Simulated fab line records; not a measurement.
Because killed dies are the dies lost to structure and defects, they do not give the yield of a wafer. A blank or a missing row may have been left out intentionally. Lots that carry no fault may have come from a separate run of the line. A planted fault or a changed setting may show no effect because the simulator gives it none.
fab line records	flow n5-finfet	part 1 of 2: steps 1 to 4 of 6
record: lots: 23	wafers: 69	last-day: 18
route steps=1938 shown BEOL_M7@1263 BEOL_M8@1355
lots with no fault: from the same line, run without faults
start-h: hours from the record's opening day to when the first of the lot's shown wafers began	wait-h: time in hours since the lot's previous step	" the same as in the row above	L1.1+2: several wafers, shown together as one row	- value missing, or start not given	* or withheld: withheld	< > ~ a bound
route shown NAME@n: a module of which the file shows steps, and the number in the route of the first	usual: mean/standard deviation taken from wafers without a fault	same: alike in all rows	chamber/n: place in a boat	sites: each site's reading	_std_site: the standard deviation of these	_edge_site: mean of outer sites minus mean of inner sites	radius-mm: for every site, how far away it sits from the centre of the wafer	mask NAME#n: copy n	behind: the tool/chamber that last shaped the wafer	hold: cause of the lot's hold/its duration in hours/its outcome	device: whichever transistor did not switch (one of n, p or np)	end of line: tests of these same wafers at the route's end	step lacking rows: just its recipe	killed: the dies lost at the first sort to structure and to defects; this is not the yield of the wafer	map: shows each die of a wafer: x if killed, . if not, _ if none is there
set.NAME: the setting the step ran with; set.NAME@STEP: the setting that earlier step ran with	model.NAME: the simulator's own value behind a step, which no gauge read
one table for each step of the route and one row for each wafer, over a sample of lots
services: a tool's chamber out of use, with start hour (start-h, from the record's first day; less than 0 if before it), hours out, and reason
== steps ==
step: N5_BEOL_M7_ILD_DEP_00
recipe: material: SiCOH_lowk	target-thk-a: 1797.5	temp-c: 300	precursor: DEMS/porogen	pressure-torr: 5	rf-w: 500	time-s: 33.4
usual: heater-power-w: 305/45	rf-fwd-power-W: 494.8/1.9	showerhead-plenum-p-Torr: 5.743/0.016	throttle-valve-pct: 13.7/0.84
lot.wafer	tool	chamber	start-h	wait-h	heater-power-w	rf-fwd-power-W	showerhead-plenum-p-Torr	throttle-valve-pct
L074.1	pecvd-01	1	202.42	0.0	324	497.0	5.730	14.9
L074.3	"	0	"	"	387	496.7	5.734	13.2
L074.5	"	0	"	"	399	500.1	5.740	13.1
L075.3	pecvd-02	0	204.48	0.0	351	492.7	5.745	14.2
L075.4	"	1	"	"	236	491.0	5.775	15.2
L075.6	"	2	"	"	299	496.2	5.747	13.3
L077.1	pecvd-01	1	218.84	0.0	288	497.4	5.736	15.1
L077.3	"	1	"	"	290	498.1	5.723	15.2
L077.5	"	1	"	"	293	496.2	5.726	14.3
L076.1	pecvd-02	0	221.43	0.0	331	493.0	5.741	14.3
L076.3	"	2	"	"	301	494.4	5.754	13.6
L076.6	"	1	"	"	284	494.1	5.754	15.1
L078.2	pecvd-02	2	225.43	0.0	251	495.4	5.763	13.5
L078.4	"	2	"	"	272	494.5	5.752	13.6
L078.5	"	0	"	"	284	493.1	5.732	14.3
L079.3	pecvd-04	2	226.51	0.0	254	495.6	5.739	13.4
L079.4	"	0	"	"	340	494.8	5.711	13.1
L079.6	"	1	"	"	327	495.1	5.756	13.2
L081.2	pecvd-04	1	248.76	0.0	325	493.3	5.747	13.2
L081.4	"	2	"	"	247	493.4	5.738	13.1
L081.5	"	0	"	"	378	495.5	5.732	13.3
L082.2	pecvd-01	1	249.28	0.0	301	494.8	5.725	14.8
L082.4	"	1	"	"	309	495.1	5.733	15.0
L082.6	"	2	"	"	275	491.8	5.737	12.6
L083.2	pecvd-01	0	253.56	0.0	361	495.8	5.740	13.4
L083.4	"	2	"	"	249	491.7	5.746	12.1
L083.5	"	1	"	"	288	499.8	5.733	14.5
L084.1	pecvd-02	0	254.17	0.0	346	494.0	5.739	14.1
L084.3	"	2	"	"	269	494.2	5.746	13.6
L084.4	"	1	"	"	247	492.1	5.759	15.3
L085.3	pecvd-02	0	275.11	0.0	340	492.5	5.741	14.1
L085.5	"	0	"	"	342	493.0	5.761	14.0
L085.6	"	1	"	"	266	497.5	5.772	15.2
L087.2	pecvd-04	0	279.01	0.0	354	494.8	5.720	13.2
L087.4	"	1	"	"	351	495.8	5.765	13.2
L087.6	"	0	"	"	359	496.4	5.721	13.3
L088.2	pecvd-01	1	280.29	0.0	316	496.6	5.718	14.6
L088.3	"	0	"	"	387	497.1	5.749	13.2
L088.5	"	2	"	"	244	492.2	5.731	12.5
L086.1	pecvd-02	2	281.72	0.0	297	494.1	5.757	13.5
L086.2	"	1	"	"	233	494.2	5.735	15.0
L086.5	"	2	"	"	295	495.0	5.744	13.4
L089.2	pecvd-02	2	287.37	0.0	275	493.9	5.744	13.6
L089.4	"	0	"	"	295	491.5	5.738	14.2
L089.6	"	2	"	"	288	495.6	5.748	13.4
L091.2	pecvd-01	0	287.65	0.0	379	497.7	5.732	13.1
L091.4	"	1	"	"	272	497.9	5.728	14.6
L091.6	"	2	"	"	263	493.3	5.723	12.5
L090.1	pecvd-04	2	299.06	0.0	255	493.7	5.731	13.0
L090.5	"	2	"	"	255	495.4	5.760	13.1
L090.6	"	1	"	"	317	493.1	5.767	13.4
L092.2	pecvd-04	0	310.19	0.0	366	497.2	5.730	13.3
L092.5	"	0	"	"	369	496.7	5.719	13.3
L092.6	"	1	"	"	349	490.9	5.765	13.3
L093.3	pecvd-02	0	310.93	0.0	347	493.8	5.743	14.1
L093.4	"	1	"	"	267	493.2	5.762	15.1
L093.5	"	0	"	"	341	492.6	5.726	14.0
L094.4	pecvd-02	1	322.54	0.1	256	494.7	5.763	14.9
L094.5	"	0	"	"	311	493.2	5.745	14.2
L094.6	"	2	"	"	274	492.5	5.759	13.7
L095.1	pecvd-04	0	328.29	0.0	309	492.0	5.716	13.0
L095.5	"	0	"	"	318	492.4	5.711	12.9
L095.6	"	2	"	"	277	496.3	5.750	13.1
L097.1	pecvd-02	0	346.38	0.0	316	494.6	5.745	14.2
L097.4	"	1	"	"	276	491.4	5.768	15.4
L097.5	"	0	"	"	315	495.7	5.732	13.9
L096.1	pecvd-01	2	350.24	0.0	286	495.9	5.734	12.5
L096.2	"	1	"	"	300	497.8	5.730	14.8
L096.3	"	0	"	"	345	497.1	5.728	13.2
step: N5_BEOL_M7_DESCUM_16
recipe: chemistry: O2	time-s: 7.9	source-power-w: 50	bias-power-w: 20	pressure-mtorr: 20	rf-frequency-hz: 2.712e+07	temp-c: 40	resist: CAR-ArF	o2-flow-sccm: 225
usual: drypump-motor-current-A: 5.5/0.49	oes-product-au: 0.80/0.09	rf-fwd-power-W: 49.25/0.23	rf-vpp-V: 243.1/1.4	showerhead-plenum-p-Torr: 2.08/0.073	throttle-valve-pct: 20.48/0.28
lot.wafer	tool	chamber	start-h	wait-h	drypump-motor-current-A	oes-product-au	rf-fwd-power-W	rf-hours-counter-h	rf-vpp-V	showerhead-plenum-p-Torr	throttle-valve-pct
L074.1	rie-diel-06	3	204.02	0.1	5.3	0.73	48.88	176	243.3	1.97	20.59
L074.3	"	2	"	"	4.8	0.93	49.17	8	246.6	2.14	20.10
L074.5	"	2	"	"	4.8	0.94	48.85	-	244.3	2.14	20.09
L075.3	rie-diel-06	0	209.15	0.2	5.3	0.84	49.37	68	241.9	2.05	20.74
L075.4	"	2	"	"	4.8	0.93	48.83	-	244.6	2.14	20.11
L075.6	"	3	"	"	5.3	0.72	49.22	-	242.4	1.97	20.57
L077.1	rie-diel-04	2	221.50	0.0	6.1	0.68	48.94	234	244.7	2.16	20.91
L077.3	"	3	"	"	5.3	0.70	49.12	221	243.6	2.16	20.32
L077.5	"	3	"	"	5.3	0.70	49.41	-	243.9	2.16	20.31
L076.1	rie-diel-04	3	223.21	0.2	5.3	0.71	49.03	222	244.1	2.16	20.33
L076.3	"	0	"	"	5.5	0.96	49.43	6	245.1	2.07	20.65
L076.6	"	1	"	"	6.5	0.77	49.15	-	241.3	2.12	20.25
L078.2	rie-diel-02	2	228.88	0.4	5.8	0.66	49.47	241	242.9	2.03	20.01
L078.4	"	3	"	"	5.0	0.76	49.45	146	242.8	1.99	20.82
L078.5	"	0	"	"	6.0	0.74	49.38	-	242.3	2.06	20.69
L079.3	rie-diel-04	2	228.94	0.3	6.1	0.68	49.12	237	243.5	2.16	20.91
L079.4	"	0	"	"	5.6	0.93	49.23	8	242.6	2.07	20.65
L079.6	"	2	"	"	6.1	0.68	49.27	-	244.0	2.16	20.93
L081.2	rie-diel-04	2	251.72	0.1	6.1	0.69	49.21	242	243.7	2.15	20.93
L081.4	"	1	"	"	6.5	0.77	48.95	128	243.8	2.12	20.26
L081.5	"	3	"	"	5.3	0.71	49.47	-	244.5	2.16	20.31
L082.2	rie-diel-06	0	251.86	0.0	5.4	0.82	49.37	82	241.7	2.04	20.76
L082.4	"	0	"	"	5.3	0.81	49.37	-	242.0	2.04	20.77
L082.6	"	2	"	"	4.8	0.90	48.92	-	245.7	2.14	20.10
L083.2	rie-diel-02	0	255.34	0.2	5.9	0.74	49.73	197	243.7	2.05	20.70
L083.4	"	3	"	"	5.0	0.76	49.53	150	242.9	1.99	20.81
L083.5	"	2	"	"	5.8	0.65	49.47	-	242.8	2.03	20.01
L084.1	rie-diel-06	3	255.55	0.0	5.3	0.71	49.17	197	240.7	1.97	20.62
L084.3	"	0	"	"	5.3	0.82	49.32	84	241.9	2.04	20.78
L084.4	"	3	"	"	5.3	0.72	49.24	-	242.0	1.97	20.61
L085.3	rie-diel-02	1	279.01	0.0	5.9	0.81	49.59	99	242.8	2.03	20.24
L085.5	"	3	"	"	5.1	0.75	49.37	-	241.4	1.99	20.85
L085.6	"	1	"	"	5.9	0.81	49.75	-	242.7	2.03	20.23
L087.2	rie-diel-02	0	280.91	0.0	5.9	0.73	49.78	205	243.3	2.05	20.71
L087.4	"	2	"	"	5.8	0.99	49.36	0	244.1	2.03	19.81
L087.6	"	0	"	"	6.0	0.73	49.58	-	242.5	2.05	20.70
L088.2	rie-diel-06	2	283.60	0.5	4.8	0.86	48.82	32	244.0	2.13	20.13
L088.3	"	3	"	"	5.3	0.69	48.91	206	242.3	1.96	20.62
L088.5	"	3	"	"	5.3	0.70	49.08	-	241.2	1.96	20.61
L086.1	rie-diel-06	2	283.90	0.6	4.8	0.87	49.06	33	242.9	2.13	20.13
L086.2	"	0	"	"	5.4	0.80	49.39	94	240.7	2.04	20.79
L086.5	"	2	"	"	4.8	0.87	49.11	-	243.5	2.13	20.12
L089.2	rie-diel-02	3	289.40	0.0	5.0	0.75	49.54	163	240.6	1.99	20.82
L089.4	"	2	"	"	5.8	0.94	49.44	4	242.3	2.03	19.82
L089.6	"	1	"	"	5.9	0.80	49.42	-	240.6	2.03	20.24
L091.2	rie-diel-06	3	289.82	0.0	5.3	0.70	49.14	209	241.1	1.96	20.64
L091.4	"	0	"	"	5.3	0.80	49.13	96	239.8	2.04	20.79
L091.6	"	1	"	"	5.1	0.94	49.13	-	246.0	2.23	20.20
L090.1	rie-diel-06	1	302.61	0.4	5.1	0.93	49.24	23	245.5	2.23	20.21
L090.5	"	2	"	"	4.8	0.87	48.92	-	243.6	2.13	20.14
L090.6	"	3	"	"	5.3	0.70	49.24	-	240.8	1.96	20.64
L092.2	rie-diel-04	2	312.08	0.2	6.1	0.97	49.24	2	245.1	2.15	20.42
L092.5	"	1	"	"	6.5	0.75	49.30	-	242.2	2.11	20.31
L092.6	"	0	"	"	5.5	0.89	49.61	-	242.9	2.07	20.70
L093.3	rie-diel-06	1	314.05	0.1	5.2	0.92	48.93	27	244.9	2.23	20.20
L093.4	"	3	"	"	5.3	0.70	49.24	217	241.4	1.96	20.64
L093.5	"	0	"	"	5.3	0.79	49.12	-	241.0	2.04	20.81
L094.4	rie-diel-06	1	324.69	0.3	5.1	0.90	49.09	30	243.4	2.23	20.24
L094.5	"	1	"	"	5.1	0.91	48.85	-	246.3	2.23	20.21
L094.6	"	0	"	"	5.3	0.79	49.35	-	242.6	2.04	20.82
L095.1	rie-diel-04	1	331.58	0.0	6.5	0.75	49.17	156	243.2	2.11	20.30
L095.5	"	3	"	"	5.3	0.69	49.45	-	245.7	2.15	20.37
L095.6	"	2	"	"	6.1	0.94	49.15	-	245.2	2.15	20.44
L097.1	rie-diel-04	1	348.65	0.0	6.4	0.75	48.94	164	244.5	2.11	20.31
L097.4	"	2	"	"	6.1	0.92	49.21	-	243.9	2.15	20.44
L097.5	"	1	"	"	6.5	0.75	48.86	-	241.9	2.11	20.31
L096.1	rie-diel-04	0	354.86	0.1	5.6	0.86	49.25	48	241.8	2.06	20.72
L096.2	"	1	"	"	6.5	0.74	48.99	166	241.5	2.11	20.34
L096.3	"	2	"	"	6.1	0.91	49.33	18	243.3	2.14	20.45
step: N5_BEOL_M7_OVL_MEAS_29
recipe: points-per-wafer: 522
usual: V6_OVL: 0.1/0.61
lot.wafer	tool	chamber	start-h	wait-h	V6_OVL[nm]
L074.1	overlay-02	0	207.94	0.0	-0.7
L074.3	"	0	"	"	-1.1
L074.5	"	0	"	"	-1.6
L075.3	overlay-02	0	210.20	0.0	-0.6
L075.4	"	0	"	"	-0.5
L075.6	"	0	"	"	0.0
L077.1	overlay-01	0	222.72	0.0	0.1
L077.3	"	0	"	"	0.6
L077.5	"	0	"	"	0.6
L076.1	overlay-01	0	224.06	0.0	-0.4
L076.3	"	0	"	"	-0.1
L076.6	"	0	"	"	0.0
L078.2	overlay-01	0	229.76	0.0	-0.2
L078.4	"	0	"	"	0.1
L078.5	"	0	"	"	0.3
L079.3	overlay-01	0	229.88	0.0	-0.1
L079.4	"	0	"	"	0.4
L079.6	"	0	"	"	0.7
L081.2	overlay-01	0	252.55	0.0	-0.3
L081.4	"	0	"	"	0.8
L081.5	"	0	"	"	-0.4
L082.2	overlay-02	0	253.73	0.0	-0.1
L082.4	"	0	"	"	-0.3
L082.6	"	0	"	"	-0.2
L083.2	overlay-02	0	257.49	0.0	0.1
L083.4	"	0	"	"	0.8
L083.5	"	0	"	"	0.4
L084.1	overlay-01	0	257.66	0.0	0.5
L084.3	"	0	"	"	0.3
L084.4	"	0	"	"	0.4
L085.3	overlay-01	0	281.65	0.0	-0.6
L085.5	"	0	"	"	-0.2
L085.6	"	0	"	"	-0.2
L087.2	overlay-02	0	281.73	0.0	0.6
L087.4	"	0	"	"	1.0
L087.6	"	0	"	"	1.8
L088.2	overlay-02	0	284.63	0.0	-1.2
L088.3	"	0	"	"	-0.3
L088.5	"	0	"	"	0.0
L086.1	overlay-02	0	284.83	0.0	-0.7
L086.2	"	0	"	"	-0.5
L086.5	"	0	"	"	-0.6
L089.2	overlay-02	0	292.33	0.0	-0.6
L089.4	"	0	"	"	-0.9
L089.6	"	0	"	"	-0.5
L091.2	overlay-01	0	294.30	0.0	0.5
L091.4	"	0	"	"	0.8
L091.6	"	0	"	"	0.1
L090.1	overlay-01	0	307.20	0.0	-0.2
L090.5	"	0	"	"	-0.4
L090.6	"	0	"	"	1.0
L092.2	overlay-02	0	314.62	0.0	0.2
L092.5	"	0	"	"	-0.2
L092.6	"	0	"	"	-0.5
L093.3	overlay-01	0	315.35	0.0	0.4
L093.4	"	0	"	"	0.1
L093.5	"	0	"	"	-0.1
L094.4	overlay-02	0	325.57	0.0	0.5
L094.5	"	0	"	"	-0.2
L094.6	"	0	"	"	1.2
L095.1	overlay-01	0	335.00	0.0	0.1
L095.5	"	0	"	"	0.8
L095.6	"	0	"	"	1.3
L097.1	overlay-02	0	353.47	0.0	0.2
L097.4	"	0	"	"	0.3
L097.5	"	0	"	"	0.0
L096.1	overlay-01	0	357.75	0.0	-1.9
L096.2	"	0	"	"	-1.0
L096.3	"	0	"	"	-0.4
step: N5_BEOL_M7_ETCH_65
recipe: chemistry: CF4	target: SiARC	target-depth-a: 156	mask-material: CAR-EUV	time-s: 26	ion-energy-ev: 80	pressure-mtorr: 40	source-w: 545	bias-w: 36	Ar_flow_sccm: 100	cf4-flow-sccm: 100	ends: cleared
usual: drypump-motor-current-A: 5.6/0.47	etch-rf-on-time-s: 26.0/0.62	oes-product-au: 0.68/0.069	rf-fwd-power-W: 532.2/2.1	rf-vpp-V: 183.7/0.97	showerhead-plenum-p-Torr: 2.12/0.054	throttle-valve-pct: 15.7/0.31
lot.wafer	tool	chamber	start-h	wait-h	drypump-motor-current-A	etch-rf-on-time-s	oes-product-au	rf-fwd-power-W	rf-hours-counter-h	rf-vpp-V	showerhead-plenum-p-Torr	throttle-valve-pct
L074.1	rie-diel-02	3	208.09	0.0	5.0	25.5	0.66	531.8	140	182.2	2.08	16.1
L074.3	"	0	"	"	6.0	25.8	0.64	533.5	182	185.1	2.13	16.0
L074.5	"	0	"	"	6.0	25.8	0.64	534.2	-	182.9	2.13	16.0
L075.3	rie-diel-06	3	210.34	0.0	5.3	25.6	0.63	533.0	179	183.2	2.06	16.0
L075.4	"	3	"	"	5.3	25.2	0.64	535.6	-	184.1	2.06	16.0
L075.6	"	2	"	"	4.8	27.1	0.77	532.4	-	184.9	2.20	15.3
L077.1	rie-diel-04	2	222.86	0.0	6.1	26.7	0.58	534.2	234	185.5	2.20	16.0
L077.3	"	3	"	"	5.2	26.5	0.60	533.6	222	184.1	2.21	15.6
L077.5	"	0	"	"	5.6	26.0	0.80	530.4	-	183.4	2.11	15.7
L076.1	rie-diel-02	1	224.20	0.0	5.9	25.4	0.72	534.9	80	182.8	2.08	15.3
L076.3	"	2	"	"	5.8	27.3	0.56	533.4	239	182.8	2.12	15.6
L076.6	"	1	"	"	6.0	25.3	0.72	534.7	-	183.4	2.08	15.3
L078.2	rie-diel-06	0	230.01	0.0	5.3	26.4	0.69	531.7	73	184.8	2.09	15.8
L078.4	"	3	"	"	5.3	25.3	0.63	532.2	-	181.7	2.06	16.0
L078.5	"	3	"	"	5.3	25.5	0.63	529.7	-	183.9	2.06	16.0
L079.3	rie-diel-02	2	230.01	0.0	5.8	27.2	0.56	532.6	241	185.2	2.12	15.6
L079.4	"	3	"	"	5.1	25.3	0.66	532.6	147	183.7	2.08	16.1
L079.6	"	1	"	"	5.9	25.6	0.71	535.6	-	181.6	2.08	15.3
L081.2	rie-diel-04	2	253.05	0.0	6.1	26.3	0.58	530.2	242	184.0	2.20	16.1
L081.4	"	3	"	"	5.3	26.1	0.60	533.1	229	183.6	2.21	15.6
L081.5	"	0	"	"	5.6	26.0	0.79	531.6	-	183.0	2.11	15.7
L082.2	rie-diel-06	2	253.94	0.0	4.8	26.6	0.76	531.9	23	183.5	2.19	15.3
L082.4	"	0	"	"	5.3	26.4	0.69	532.6	-	183.9	2.09	15.8
L082.6	"	2	"	"	4.8	26.8	0.75	532.4	-	185.3	2.19	15.3
L083.2	rie-diel-02	3	257.63	0.0	5.1	25.5	0.64	533.4	151	182.4	2.07	16.1
L083.4	"	1	"	"	5.9	25.1	0.70	537.7	92	183.4	2.07	15.3
L083.5	"	1	"	"	5.9	25.0	0.71	534.8	-	183.0	2.07	15.3
L084.1	rie-diel-04	3	258.08	0.0	5.3	26.5	0.59	530.9	232	185.6	2.21	15.6
L084.3	"	0	"	"	5.6	25.9	0.78	533.1	15	183.3	2.11	15.7
L084.4	"	2	"	"	6.1	26.2	0.58	534.0	245	184.3	2.20	16.1
L085.3	rie-diel-02	0	281.96	0.0	6.0	25.9	0.62	530.1	206	184.4	2.12	16.0
L085.5	"	1	"	"	5.9	25.2	0.69	536.2	-	181.8	2.07	15.3
L085.6	"	2	"	"	5.8	25.9	0.84	527.9	-	183.8	2.12	15.2
L087.2	rie-diel-06	2	282.46	0.0	4.8	27.2	0.73	532.7	32	185.0	2.19	15.3
L087.4	"	1	"	"	5.1	26.5	0.78	528.3	15	184.9	2.27	15.4
L087.6	"	1	"	"	5.1	26.5	0.78	528.6	-	185.5	2.27	15.4
L088.2	rie-diel-06	1	284.76	0.0	5.1	26.5	0.78	532.1	16	185.1	2.27	15.4
L088.3	"	3	"	"	5.3	25.4	0.62	532.7	207	182.0	2.05	16.0
L088.5	"	0	"	"	5.4	26.1	0.69	530.3	-	182.8	2.08	15.8
L086.1	rie-diel-04	1	285.28	0.0	6.5	26.3	0.65	528.9	141	183.4	2.14	15.4
L086.2	"	0	"	"	5.6	26.1	0.76	531.7	23	183.5	2.11	15.7
L086.5	"	1	"	"	6.5	26.5	0.64	527.1	-	183.9	2.13	15.4
L089.2	rie-diel-04	0	292.87	0.0	5.6	25.7	0.76	530.7	28	184.4	2.10	15.7
L089.4	"	1	"	"	6.5	26.2	0.64	531.9	-	184.2	2.13	15.4
L089.6	"	0	"	"	5.6	25.8	0.75	529.2	-	183.4	2.10	15.7
L091.2	rie-diel-02	0	294.44	0.0	6.0	26.1	0.61	532.3	211	183.4	2.12	16.1
L091.4	"	2	"	"	5.7	25.8	0.81	530.6	5	183.5	2.11	15.2
L091.6	"	0	"	"	6.0	25.7	0.62	530.9	-	183.3	2.12	16.0
L090.1	rie-diel-04	1	307.93	0.0	6.5	26.1	0.65	531.5	150	183.3	2.13	15.4
L090.5	"	3	"	"	5.3	25.9	0.59	532.7	-	184.7	2.21	15.6
L090.6	"	0	"	"	5.6	25.5	0.76	527.8	-	182.4	2.10	15.7
L092.2	rie-diel-02	0	314.83	0.0	6.0	25.6	0.62	531.9	218	183.7	2.12	16.1
L092.5	"	1	"	"	5.9	24.9	0.69	536.6	-	183.2	2.07	15.4
L092.6	"	0	"	"	6.0	25.6	0.61	531.1	-	183.9	2.12	16.1
L093.3	rie-diel-06	1	315.48	0.0	5.1	26.6	0.75	532.4	27	184.5	2.27	15.4
L093.4	"	0	"	"	5.3	26.3	0.68	530.8	105	183.6	2.08	15.9
L093.5	"	1	"	"	5.2	26.8	0.75	532.9	-	184.9	2.27	15.4
L094.4	rie-diel-02	1	325.69	0.0	5.9	25.4	0.68	538.4	116	183.3	2.07	15.4
L094.5	"	1	"	"	5.9	25.3	0.68	536.0	-	183.9	2.07	15.4
L094.6	"	2	"	"	5.8	26.4	0.77	532.3	-	183.2	2.11	15.2
L095.1	rie-diel-02	2	335.68	0.0	5.7	25.7	0.78	531.7	17	183.5	2.11	15.2
L095.5	"	0	"	"	6.0	25.2	0.62	532.3	-	182.9	2.11	16.1
L095.6	"	3	"	"	5.0	25.3	0.64	532.0	-	182.5	2.07	16.2
L097.1	rie-diel-04	0	353.62	0.0	5.6	26.5	0.72	534.3	47	184.3	2.10	15.7
L097.4	"	1	"	"	6.5	26.3	0.63	531.3	-	184.7	2.13	15.5
L097.5	"	2	"	"	6.1	26.2	0.77	531.1	-	184.1	2.19	15.6
L096.1	rie-diel-02	1	357.90	0.0	5.9	25.3	0.67	534.1	125	182.2	2.06	15.4
L096.2	"	3	"	"	5.1	25.4	0.63	529.0	183	183.8	2.06	16.2
L096.3	"	0	"	"	6.0	25.7	0.61	532.3	231	183.2	2.11	16.1
